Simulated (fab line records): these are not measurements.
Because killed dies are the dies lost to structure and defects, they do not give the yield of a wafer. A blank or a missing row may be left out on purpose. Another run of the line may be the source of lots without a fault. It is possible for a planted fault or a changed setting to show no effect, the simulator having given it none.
One fault seen from 3 desks + flow nand-harc + only its own numbers are on each desk; what lay behind them is given at the end

== THE DEFECT DESK ==
Lot by lot, what the route's inspections counted, given as the mean of those sampled wafers with a number. If a lot's mean is further than 4 standard deviations from the usual mean, the lot is out of limits and carries the mark OUT (the distance appears in the brackets).
Columns: A = raw-defect-count at NHARC_A_BLC_INSPECT_12, usual 34
| lot  | first seen here | A  |
|------|-----------------|----|
| L350 | day 17 19:55    | 19 |
| L357 | day 19 13:07    | 45 |
| L364 | day 21 15:18    | 32 |
| L368 | day 21 21:52    | 50 |
| L369 | day 22 10:34    | 61 |
| L370 | day 22 11:44    | 47 |
| L372 | day 23 12:07    | 20 |
This desk's verdict: no lot among the 7 shows anything out of limits.

== DESK OF THE TOOL OWNER: rie-diel-12 ==
The tool's own readings at NHARC_A_BLC_ETCH_17 (etches the open film in N2/H2, target depth 390 nm, time 609.38 s): means of the sampled wafers that have a number, for each lot that ran on this tool. If a lot's mean is further than 4 standard deviations from the usual mean, the lot is out of limits and carries the mark OUT (the distance appears in the brackets).
Columns: A = drypump-motor-current-A at NHARC_A_BLC_ETCH_17, usual 5.8 A; B = n2-flow-sccm at NHARC_A_BLC_ETCH_17, usual 150.0 sccm; C = oes-product-au at NHARC_A_BLC_ETCH_17, usual 0.996 a.u.; D = rf-vpp-V at NHARC_A_BLC_ETCH_17, usual 431.6 V; E = run-length-s at NHARC_A_BLC_ETCH_17, usual 630.7 s; F = showerhead-plenum-p-Torr at NHARC_A_BLC_ETCH_17, usual 2.08 Torr; G = throttle-valve-pct at NHARC_A_BLC_ETCH_17, usual 14.171 %
| lot  | first seen here | A   | B     | C     | D     | E                       | F    | G      |
|------|-----------------|-----|-------|-------|-------|-------------------------|------|--------|
| L350 | day 17 20:12    | 6.3 | 149.9 | 0.995 | 432.6 | 630.5                   | 2.11 | 14.176 |
| L364 | day 21 15:48    | 6.0 | 149.8 | 0.988 | 430.3 | 511.3 (-99 or more) OUT | 2.07 | 14.172 |
| L368 | day 21 22:22    | 5.9 | 150.4 | 0.995 | 432.1 | 510.9 (-99 or more) OUT | 2.07 | 14.159 |
| L369 | day 22 10:51    | 5.5 | 149.9 | 0.997 | 434.1 | 551.5 (-99 or more) OUT | 2.16 | 14.164 |
This desk's verdict: out of limits on L364, L368, L369, starting with L364 at day 21 15:48 (run-length-s at NHARC_A_BLC_ETCH_17). In limits: L350.

== FROM THE METROLOGY DESK ==
What the gauges read for every lot (on any tool): the sampled wafers with a number, averaged. If a lot's mean is further than 4 standard deviations from the usual mean, the lot is out of limits and carries the mark OUT (the distance appears in the brackets).
Columns: A = cd-nm at NHARC_A_BLC_CD_MEAS_10, usual 100.2 nm; B = overlay-x-nm at NHARC_A_BLC_OVL_MEAS_11, usual 0.1 nm; C = overlay-y-nm at NHARC_A_BLC_OVL_MEAS_11, usual 0.1 nm; D = cd-nm at NHARC_A_BLC_CD_MEAS_19, usual 99.3 nm
| lot  | first seen here | A     | B    | C    | D     |
|------|-----------------|-------|------|------|-------|
| L350 | day 17 19:47    | 100.4 | 0.0  | -1.4 | 99.8  |
| L357 | day 19 13:00    | 99.7  | -0.0 | -1.2 | 98.3  |
| L364 | day 21 15:11    | 100.3 | 0.4  | 0.4  | 100.7 |
| L368 | day 21 21:44    | 100.7 | -0.3 | 0.0  | 100.5 |
| L369 | day 22 10:26    | 99.8  | 1.4  | 0.4  | 100.2 |
| L370 | day 22 11:36    | 100.6 | -0.5 | 0.1  | 100.1 |
| L372 | day 23 11:59    | 100.0 | 0.8  | -1.6 | 99.8  |
This desk's verdict: no lot among the 7 shows anything out of limits.

== PUT TOGETHER ==
The tool owner's desk had the chance to raise an alarm at day 21 15:48 on L364, L368, L369.
No out-of-limits result turned up at the defect desk.
At the metrology desk, nothing out of limits was observed.
The defect desk has L364, L368, L369 on record, within its limits.
The metrology desk holds a record of L364, L368, L369, inside its limits.
Of the lots named, all ran NHARC_A_BLC_ETCH_17 on rie-diel-12.

== WHAT HAD BEEN PUT IN BY THE SIMULATOR ==
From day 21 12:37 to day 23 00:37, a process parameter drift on rie-diel-12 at NHARC_A_BLC_ETCH_17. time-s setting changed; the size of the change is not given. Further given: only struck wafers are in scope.
Struck lots among those shown: L364, L368, L369.
How many hours passed from the start of the fault until each desk's first out-of-limits reading: the tool owner's desk, 3.
